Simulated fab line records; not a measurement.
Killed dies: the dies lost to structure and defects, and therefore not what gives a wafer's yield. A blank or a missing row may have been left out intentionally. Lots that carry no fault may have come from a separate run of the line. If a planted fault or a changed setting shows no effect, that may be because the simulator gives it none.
fab line records	flow n5_finfet
record: lots: 5	wafers: 13	last_day: 17
route steps=1938 shown BEOL_M14@1730 BEOL_M15@1830
lots untouched by any fault: they come from a run of this same line in which no faults occurred
start_h: start of the lot's first displayed wafer, in hours after the record's first day	wait_h: hours since the lot's step before	" unchanged from the row above	L1.1+2: a single row standing in for several wafers	- no value present, or no start provided	* or withheld: withheld	< > ~ a bound
route shown NAME@n: names a module that has steps shown in the file, with the first one's number in the route	usual: mean/standard deviation of fault-free wafers	same: alike in all rows	chamber/n: place in a boat	sites: per-site readings	_std_site: the standard deviation of these	_edge_site: mean of outer sites minus mean of inner sites	radius_mm: for every site, how far away it sits from the centre of the wafer	mask NAME#n: copy n	behind: the tool/chamber that last shaped the wafer	hold: reason for holding the lot/hours on hold/outcome of the hold	device: the n, p or np transistor that did not switch	end of line: the route-end tests of the same wafers	for a step that has no rows: nothing shown but its recipe	killed: count of dies lost to structure and defects at first sort (not the wafer's yield)	map: dies across one wafer; x = killed, . = not, _ = none there
set.NAME: setting as actually run; set.NAME@STEP: the setting as run at that earlier step	model.NAME: the simulator's own value behind a step, which no gauge read
a table for each step, a row for each wafer; lots at some steps of the route
services: from which hour (start_h, from the record's first day; less than 0 if before it) a tool's chamber was out of use, for how many hours, and why
== steps ==
step: N5_BEOL_M14_ETCH_59
recipe: chemistry: N2/H2	target: BARC	target_depth_a: 890	overetch_a: 267	time_s: 67.9	ion_energy_ev: 200	pressure_mtorr: 30	source_w: 840	bias_w: 150	n2_flow_sccm: 200	h2_flow_sccm: 200
step: N5_BEOL_M14_VIA_ETCH_16
recipe: chemistry: C4F8/O2/Ar	target: SiO2	he_inner_torr: 15	he_outer_torr: 30	target_depth_a: 12313	time_s: withheld	ion_energy_ev: 800	pressure_mtorr: 20	source_w: 1905	bias_w: 2040	Ar_flow_sccm: 400	C4F8_flow_sccm: 16	O2_flow_sccm: 12	ends: cleared
step: N5_BEOL_M14_STRIP_63
recipe: chemistry: O2	power_w: 600	temp_c: 60	pressure_mtorr: 30	rf_frequency_hz: 6e+07	bias_power_w: 0	overash_fraction: 0.3	o2_flow_sccm: 225
step: N5_BEOL_M14_STRIP_64
recipe: chemistry: O2	power_w: 600	temp_c: 60	pressure_mtorr: 30	rf_frequency_hz: 6e+07	bias_power_w: 0	overash_fraction: 0.3	o2_flow_sccm: 225
step: N5_BEOL_M14_STRIP_71
recipe: chemistry: post_etch_residue_remover	time_s: 60	temp_c: 25	remover_ph: withheld	remover_water_wt_pct: withheld	remover_fluoride_wt_pct: withheld
step: N5_BEOL_M14_SRD_72
recipe: time_s: 30	temp_c: 23	rinse_liquid: diw	dry: n2_spin	spin_rpm: 1500	dry_time_s: 30
step: N5_BEOL_M14_COAT_65
recipe: resist: SOC	temp_c: 250	time_s: 60	spin_rpm: 1500	resist_thk_nm: 450
step: N5_BEOL_M14_COAT_66
recipe: resist: SiARC	temp_c: 220	time_s: 60	spin_rpm: 1500	resist_thk_nm: 110
step: N5_BEOL_M14_COAT_22
recipe: spin_rpm: 2888	resist_thk_nm: 300
step: N5_BEOL_M14_EBR_24
recipe: solvent: PGMEA	ebr_width_mm: 1.5
step: N5_BEOL_M14_SOFTBAKE_23
recipe: temp_c: 130	time_s: 60
step: N5_BEOL_M14_EXPOSE_25
recipe: mask_id: M14	na: 0.8	source_shape: annular	sigma_inner: 0.5	sigma_outer: 0.8	polarization: unpolarized	target_cd_nm: 280	dose_mj: 26.6
usual: exposure_dose_mJ_cm2: 26.59/0.032
lot.wafer	tool	chamber	start_h	wait_h	mask	exposure_dose_mJ_cm2
L168.1	krf_scanner-02	0	263.62	-	M14#0	26.61
L168.2	"	0	"	"	M14#0	26.58
L172.3	krf_scanner-01	0	275.11	-	M14#0	26.57
L172.5	"	0	"	"	M14#0	26.58
L186.1	krf_scanner-01	0	361.58	-	M14#0	22.80
L186.3	"	0	"	"	M14#0	22.74
L186.4	"	0	"	"	M14#0	22.76
L187.1	krf_scanner-01	0	369.21	-	M14#0	23.47
L187.2	"	0	"	"	M14#0	23.53
L187.3	"	0	"	"	M14#0	23.49
L188.1	krf_scanner-01	0	385.67	-	M14#0	24.17
L188.3	"	0	"	"	M14#0	24.20
L188.5	"	0	"	"	M14#0	24.20
step: N5_BEOL_M14_PEB_26
recipe: peb_temp_c: 130	peb_time_s: 90
step: N5_BEOL_M14_DEVELOP_27
recipe: develop_time_s: 45	rinse_liquid: diw	dry: air_spin	dev_temp_c: 21
step: N5_BEOL_M14_HARDBAKE_32
recipe: temp_c: 130	time_s: 120
step: N5_BEOL_M14_CD_MEAS_28
recipe: target_cd_nm: 284.4	landing_energy_ev: 500	detector: se_inlens
usual: cd_nm: 287.7/2
lot.wafer	tool	chamber	start_h	wait_h	cd_nm
L168.1	cd_sem-01	0	263.79	-	285.8
L168.2	"	0	"	"	284.6
L172.3	cd_sem-01	0	275.28	-	291.3
L172.5	"	0	"	"	287.6
L186.1	cd_sem-03	0	361.75	-	261.4
L186.3	"	0	"	"	264.6
L186.4	"	0	"	"	260.5
L187.1	cd_sem-01	0	369.38	-	268.8
L187.2	"	0	"	"	267.8
L187.3	"	0	"	"	271.3
L188.1	cd_sem-02	0	385.84	-	272.2
L188.3	"	0	"	"	271.0
L188.5	"	0	"	"	273.1
step: N5_BEOL_M14_DESCUM_33
recipe: chemistry: O2	time_s: 7.9	source_power_w: 50	bias_power_w: 20	pressure_mtorr: 20	rf_frequency_hz: 2.712e+07	temp_c: 40	o2_flow_sccm: 225
usual: drypump_motor_current_A: 5.7/0.47	oes_product_au: 0.80/0.073	rf_vpp_V: 242.8/1.1	showerhead_plenum_p_Torr: 2.06/0.046	throttle_valve_pct: 20.49/0.21
lot.wafer	tool	chamber	start_h	wait_h	drypump_motor_current_A	oes_product_au	rf_hours_counter_h	rf_vpp_V	showerhead_plenum_p_Torr	throttle_valve_pct	model.BEOL_M14.cd_nm
L168.1	rie_diel-04	0	263.88	0.0	5.9	0.76	157	240.8	1.99	20.32	285.6
L168.2	"	3	"	"	6.0	0.89	54	242.2	2.04	20.26	284.2
L172.3	rie_diel-01	2	275.52	0.2	5.3	0.72	169	244.9	2.16	20.42	291
L172.5	"	3	"	"	6.0	0.77	-	243.6	2.08	20.47	287.8
L186.1	rie_diel-04	2	361.99	0.2	5.4	0.84	77	242.0	2.05	20.32	261.2
L186.3	"	3	"	"	6.0	0.83	88	241.2	2.03	20.29	264.4
L186.4	"	1	"	"	5.4	0.80	120	244.4	2.12	20.57	260.4
L187.1	rie_diel-01	3	369.47	0.0	6.0	0.74	167	243.8	2.07	20.53	268.2
L187.2	"	2	"	"	5.3	0.69	202	243.9	2.14	20.48	267.6
L187.3	"	0	"	"	6.3	0.70	211	242.6	2.09	20.62	271.2
L188.1	rie_diel-01	1	386.07	0.2	5.7	0.89	33	242.9	2.06	20.84	272.2
L188.3	"	3	"	"	6.0	0.74	173	242.5	2.06	20.53	270.8
L188.5	"	1	"	"	5.7	0.89	-	242.3	2.06	20.82	273.4
step: N5_BEOL_M14_ETCH_67
recipe: chemistry: CF4	target: SiARC	target_depth_a: 1430	time_s: 238.3	ion_energy_ev: 80	pressure_mtorr: 40	source_w: 545	bias_w: 36	Ar_flow_sccm: 100	cf4_flow_sccm: 100	ends: cleared
step: N5_BEOL_M14_ETCH_68
recipe: chemistry: N2/H2	target: SOC	mask_material: SiARC	source_w: 3000	bias_w: 350	temp_c: 40	time_s: 450	ion_energy_ev: 200	pressure_mtorr: 30	n2_flow_sccm: 200	h2_flow_sccm: 200
step: N5_BEOL_M14_STRIP_69
recipe: chemistry: N2/H2	temp_c: 40	n2_flow_sccm: 200	h2_flow_sccm: 200	rf_frequency_hz: 6e+07
step: N5_BEOL_M14_TRENCH_ETCH_34
recipe: chemistry: C4F8/O2/Ar	target: SiO2	target_depth_a: 5566.5	mask_material: SOC	he_inner_torr: 15	he_outer_torr: 30	time_s: 126.9	ion_energy_ev: 800	pressure_mtorr: 20	source_w: 1905	bias_w: 2040	Ar_flow_sccm: 400	C4F8_flow_sccm: 16	O2_flow_sccm: 12
step: N5_BEOL_M14_STRIP_70
recipe: chemistry: C4F8/O2/Ar	resist: SiARC	rf_frequency_hz: 6e+07
step: N5_BEOL_M14_STRIP_37
recipe: chemistry: O2	power_w: 600	temp_c: 60	pressure_mtorr: 30	rf_frequency_hz: 6e+07	bias_power_w: 0	overash_fraction: 0.3	o2_flow_sccm: 225
step: N5_BEOL_M14_ETCH_38
recipe: chemistry: CF4/N2	target: SiCN	target_depth_a: 1065	taper_deg: 2	time_s: 120.6	ion_energy_ev: 150	mask_material: SiO2	pressure_mtorr: 40	source_w: 430	bias_w: 70	Ar_flow_sccm: 100	cf4_flow_sccm: 60	n2_flow_sccm: 60
usual: drypump_motor_current_A: 5.7/0.5	oes_product_au: 0.79/0.07	rf_vpp_V: 381.6/1.4	showerhead_plenum_p_Torr: 2.18/0.05	throttle_valve_pct: 15.53/0.21
lot.wafer	tool	chamber	start_h	wait_h	drypump_motor_current_A	oes_product_au	rf_hours_counter_h	rf_vpp_V	showerhead_plenum_p_Torr	throttle_valve_pct	model.BEOL_M14.cd_nm
L168.1	rie_diel-04	1	-	-	5.4	0.81	86	382.7	2.24	15.53	279.4
L168.2	"	2	"	"	5.3	0.88	42	381.2	2.16	15.21	281.4
L172.3	rie_diel-01	3	-	-	6.0	0.76	132	382.9	2.23	15.68	288
L172.5	"	0	"	"	6.3	0.76	-	381.8	2.23	15.67	283.6
L186.1	rie_diel-05	0	-	-	5.1	0.79	131	380.7	2.14	15.45	256.6
L186.3	"	2	"	"	6.7	0.65	249	380.7	2.16	15.99	260.8
L186.4	"	3	"	"	5.0	0.83	89	379.7	2.16	15.46	259.8
L187.1	rie_diel-05	1	-	-	5.8	0.78	116	381.7	2.12	15.46	268
L187.2	"	3	"	"	5.0	0.82	93	380.4	2.16	15.47	265.4
L187.3	"	0	"	"	5.1	0.78	135	379.9	2.14	15.47	266.2
L188.1	rie_diel-04	3	-	-	6.0	0.82	96	380.4	2.14	15.28	270.4
L188.3	"	2	"	"	5.4	0.82	87	382.4	2.14	15.30	266.6
L188.5	"	1	"	"	5.4	0.77	-	381.7	2.22	15.64	270.4
step: N5_BEOL_M14_PRECLEAN_39
recipe: chemistry: residue_remover	time_s: 60	temp_c: 40
step: N5_BEOL_M14_SRD_40
recipe: time_s: 30	temp_c: 23	rinse_liquid: diw	dry: n2_spin	spin_rpm: 1500	dry_time_s: 30
step: N5_BEOL_M14_DEGAS_41
recipe: ambient: vacuum	temp_c: 300	time_s: 60
step: N5_BEOL_M14_PRE_CLEAN_42
recipe: gas: H2/He	time_s: 30	temp_c: 300
step: N5_BEOL_M14_SPUTTER_43
recipe: material: TaN	target_thk_a: 150	temp_c: 50	bias_v: 168.6	power_w: 15000	chamber_pressure_pa: 0.12	time_s: 24.19
step: N5_BEOL_M14_SPUTTER_44
recipe: material: Ta	target_thk_a: 150	temp_c: 50	bias_v: 80	power_w: 15000	chamber_pressure_pa: 0.07	time_s: 24.19
step: N5_BEOL_M14_SPUTTER_45
recipe: material: Cu	target_thk_a: 1000	temp_c: -20	bias_v: 60	power_w: 26000	chamber_pressure_pa: 0.13	time_s: 16.67
step: N5_BEOL_M14_ECD_47
recipe: material: Cu	target_thk_a: 12480
step: N5_BEOL_M14_ANNEAL_48
recipe: temp_c: 225	time_s: 90	ambient: N2
step: N5_BEOL_M14_CMP_49
recipe: stop_on: SiO2	t_overpolish_s: 5.2	down_force_psi: 2	platen_rpm: 80	clearing_platen_down_force_psi: 2	clearing_platen_rpm: 80	post_cmp_clean: cu_alkaline	target_thk_nm: 560	clearing_platen_pad_velocity_m_s: 1.5917	pad_velocity_m_s: 1.5917
step: N5_BEOL_M14_PRE_CLEAN_52
recipe: gas: NH3	time_s: 15	temp_c: withheld	rf_power_w: 300
step: N5_BEOL_M14_DEP_53
recipe: material: SiCN	target_thk_a: 500	temp_c: withheld	precursor: 3MS/NH3	pressure_torr: 3	rf_w: 675	time_s: 17.8
step: N5_BEOL_M15_RC_MEAS_101
usual: COMB_M10: 1.4e-11/3.5e-12	COMB_M10_max_site: 2e-11/5.4e-12	COMB_M11: 1.5e-11/3.1e-12	COMB_M12: 6.6e-12/1.4e-12	COMB_M13: 4.9e-12/1e-12	COMB_M13_max_site: 7.1e-12/1.6e-12	COMB_M14: 3.8e-12/7.3e-13	COMB_M15: 2.7e-12/5.5e-13	COMB_M5: 3.7e-11/7.9e-12	COMB_M6: 2.5e-11/5.5e-12	COMB_M7: 2.6e-11/5.2e-12	COMB_M8: 2.6e-11/5.4e-12	COMB_M9: 1.44e-11/2.6e-12	SERP_M10: 3.08/0.12	SERP_M11: 3.14/0.11	SERP_M12: 0.632/0.021	SERP_M13: 0.306/0.0072	SERP_M14: 0.159/0.0057	SERP_M14_max_site: 0.160/0.0059	SERP_M5: 40.1/2.1	SERP_M6: 13.8/0.67	SERP_M7: 14.1/0.79	SERP_M8: 13.7/0.77	SERP_M9: 3.10/0.092
lot.wafer	tool	chamber	start_h	wait_h	COMB_M10[S/m]	COMB_M10_max_site[S/m]	COMB_M11[S/m]	COMB_M12[S/m]	COMB_M13[S/m]	COMB_M13_max_site[S/m]	COMB_M14[S/m]	COMB_M15[S/m]	COMB_M5[S/m]	COMB_M6[S/m]	COMB_M7[S/m]	COMB_M8[S/m]	COMB_M9[S/m]	SERP_M10[ohm/um]	SERP_M11[ohm/um]	SERP_M12[ohm/um]	SERP_M13[ohm/um]	SERP_M14[ohm/um]	SERP_M14_max_site[ohm/um]	SERP_M5[ohm/um]	SERP_M6[ohm/um]	SERP_M7[ohm/um]	SERP_M8[ohm/um]	SERP_M9[ohm/um]
L168.1	prober-02	0	272.78	0.0	1.8e-11	2.1e-11	1.5e-11	7.3e-12	4.5e-12	7.3e-12	3.5e-12	3e-12	3.2e-11	3.1e-11	2.2e-11	2.5e-11	1.54e-11	2.96	2.81	0.611	0.317	0.165	0.167	41.3	14.9	14.0	14.0	2.93
L168.2	"	0	"	"	1.3e-11	1.6e-11	1.6e-11	9e-12	4.9e-12	8.9e-12	4.3e-12	2.4e-12	3.7e-11	2.4e-11	2.7e-11	3.2e-11	1.24e-11	3.23	2.94	0.628	0.311	0.156	0.157	40.4	13.4	14.6	13.8	3.35
L172.3	prober-02	0	289.34	0.3	2e-11	3.1e-11	2.2e-11	5.1e-12	5.5e-12	7.5e-12	4e-12	2.8e-12	5.7e-11	2e-11	2.1e-11	4.2e-11	1.59e-11	3.07	3.11	0.626	0.300	0.155	0.156	44.6	13.6	13.7	15.4	3.24
L172.5	"	0	"	"	2.3e-11	2.8e-11	1.7e-11	5.7e-12	5.6e-12	9.6e-12	3.3e-12	2.7e-12	4.2e-11	2.5e-11	2.6e-11	2.7e-11	1.46e-11	3.08	3.07	0.641	0.301	0.160	0.164	41.6	13.7	13.2	15.0	3.15
L186.1	prober-01	0	370.44	0.0	1.6e-11	2e-11	1.5e-11	7.3e-12	4.7e-12	7.5e-12	4.2e-12	1.9e-12	2.8e-11	2.7e-11	3.1e-11	3.1e-11	1.66e-11	2.93	3.24	0.626	0.313	0.185	0.186	40.9	12.4	13.9	14.0	3.17
L186.3	"	0	"	"	1.5e-11	2e-11	1.4e-11	7e-12	5e-12	8.8e-12	4e-12	1.9e-12	4.2e-11	2.4e-11	3e-11	2.5e-11	1.58e-11	3.15	3.29	0.615	0.322	0.179	0.181	40.5	13.9	12.3	15.5	3.00
L186.4	"	0	"	"	1.6e-11	2.2e-11	1.2e-11	6.6e-12	4.7e-12	4.9e-12	4.6e-12	2.7e-12	3.1e-11	2.3e-11	3e-11	3.4e-11	9.6e-12	3.17	3.24	0.589	0.310	0.177	0.178	41.0	13.5	12.8	13.1	3.19
L187.1	prober-01	0	380.47	0.0	1.6e-11	2.2e-11	1.2e-11	8.1e-12	6e-12	7.1e-12	4.1e-12	2.7e-12	3.4e-11	2.6e-11	2.4e-11	1.7e-11	1.32e-11	3.11	3.19	0.662	0.301	0.172	0.175	43.5	14.2	13.7	12.5	3.11
L187.2	"	0	"	"	1.5e-11	1.8e-11	1.3e-11	7.4e-12	4.1e-12	7e-12	3.9e-12	2.9e-12	2.3e-11	1.7e-11	2.4e-11	2.9e-11	1.27e-11	3.06	3.19	0.621	0.301	0.174	0.175	36.5	13.7	14.0	13.4	3.08
L187.3	"	0	"	"	2e-11	3.4e-11	1.5e-11	6.6e-12	5.7e-12	8.6e-12	2.9e-12	2.6e-12	2.9e-11	2.4e-11	1.9e-11	2.1e-11	1.21e-11	2.88	3.21	0.625	0.291	0.173	0.176	40.0	14.9	16.1	13.0	3.10
L188.1	prober-02	0	397.98	0.0	1.4e-11	1.8e-11	1.5e-11	5.4e-12	5.6e-12	7.7e-12	3.7e-12	3.4e-12	4.4e-11	2.9e-11	3e-11	2.3e-11	1.36e-11	3.13	3.26	0.645	0.306	0.163	0.165	36.0	14.6	15.6	13.7	3.10
L188.3	"	0	"	"	1.6e-11	2.1e-11	1.8e-11	5.9e-12	6.1e-12	8.5e-12	4.1e-12	2.8e-12	4.8e-11	2.3e-11	3.2e-11	2.5e-11	1.22e-11	3.01	3.38	0.635	0.322	0.173	0.174	34.9	14.4	14.3	14.0	2.98
L188.5	"	0	"	"	1.7e-11	2.1e-11	1.6e-11	6.6e-12	5e-12	6.9e-12	4.9e-12	2.8e-12	3.6e-11	2.3e-11	2.6e-11	2.9e-11	1.48e-11	3.03	3.23	0.605	0.321	0.164	0.167	35.4	14.7	14.6	13.2	2.99
sites SERP_M14 radius_mm=0,75,75,75,75,140,140,140,140
L168.1 0.164 0.166 0.162 0.165 0.164 0.167 0.165 0.165 0.167
L172.3 0.155 0.156 0.156 0.156 0.156 0.155 0.155 0.154 0.154
L186.1 0.185 0.186 0.185 0.183 0.186 0.184 0.185 0.184 0.183
L187.1 0.172 0.172 0.171 0.175 0.172 0.170 0.173 0.172 0.170
L188.1 0.163 0.165 0.165 0.163 0.163 0.162 0.164 0.162 0.164
== services ==
tool	chamber	start_h	hours	kind
rie_diel-04	2	242.38	12.5	repair
rie_diel-01	1	260.23	-	clean
rie_diel-01	1	260.23	-	consumable_replace:esc
rie_diel-01	1	260.23	-	consumable_replace:focus_ring
rie_diel-01	1	260.23	28.3	scheduled_down
rie_diel-01	1	260.23	28.3	vent_cycle
krf_scanner-02	-	264.25	4.3	repair
krf_scanner-02	-	275.71	3.6	pm
krf_scanner-01	-	279.27	1.0	pm
rie_diel-05	2	298.44	8.7	repair
krf_scanner-01	-	304.79	0.8	pm
krf_scanner-02	-	318.57	1.3	pm
rie_diel-01	2	319.59	4.7	repair
krf_scanner-01	-	321.94	0.2	repair
rie_diel-05	3	327.61	10.9	repair
krf_scanner-02	-	338.63	0.8	pm
krf_scanner-01	-	341.42	1.3	pm
rie_diel-01	-	342.20	0.2	repair
krf_scanner-01	-	344.40	1.6	repair
krf_scanner-01	-	351.44	1.0	repair
krf_scanner-01	-	355.52	3.6	pm
rie_diel-05	-	357.67	2.8	pm
rie_diel-05	2	367.49	-	clean
rie_diel-05	2	367.49	-	consumable_replace:focus_ring
== key ==
first_sign: step: N5_BEOL_M14_EXPOSE_25	reading: exposure_dose_mJ_cm2	direction: down	sigmas: 97	usual: 26.59	struck: 23.48
effect: step: N5_BEOL_M14_CD_MEAS_28	reading: cd_nm	direction: down	sigmas: 10	usual: 287.7	struck: 267.9	through: control_loop
effect: step: N5_BEOL_M15_RC_MEAS_101	reading: SERP_M14	direction: up	sigmas: 2.6	usual: 0.159	struck: 0.173
model_effect: step: N5_BEOL_M14_DESCUM_33	value: BEOL_M14.cd_nm	without: 288.2	struck: 267.7
model_effect: step: N5_BEOL_M14_ETCH_38	value: BEOL_M14.cd_nm	without: 285.5	struck: 264.9
met_at N5_BEOL_M14_EXPOSE_25
struck_wafers L186.1,L186.3,L186.4,L187.1,L187.2,L187.3,L188.1,L188.3,L188.5
tester_left_out L186,L187,L188
loop_trim: step: N5_BEOL_M14_EXPOSE_25	setting: dose	lots: L187,L188
onset_between 275.11 361.58
earlier_fault: kind: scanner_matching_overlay	tool: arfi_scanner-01	chamber: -	onset_h: 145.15	steps: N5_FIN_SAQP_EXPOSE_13	offset: 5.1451
earlier_fault: kind: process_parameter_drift	tool: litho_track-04	chamber: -	onset_h: 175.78	steps: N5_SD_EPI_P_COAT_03	channel: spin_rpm	offset: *	shape: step	acts_in: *	stated: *
fault: kind: process_parameter_drift	tool: krf_scanner-01	chamber: -	onset_h: 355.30	steps: N5_BEOL_M14_EXPOSE_25	channel: dose_mj	offset: -3.8167	shape: step	acts_in: these_recipes_only	stated: 26.6
tester_left_out: of these lots the tester's yield and bins aren't shown, on N5 and GAA mostly nor the transistor test; their killed dies are dies lost to structure and defects alone, not to doping, threshold or leakage, so they don't give the yield
loop_trim: a control loop set the setting to another value than it would have without faults
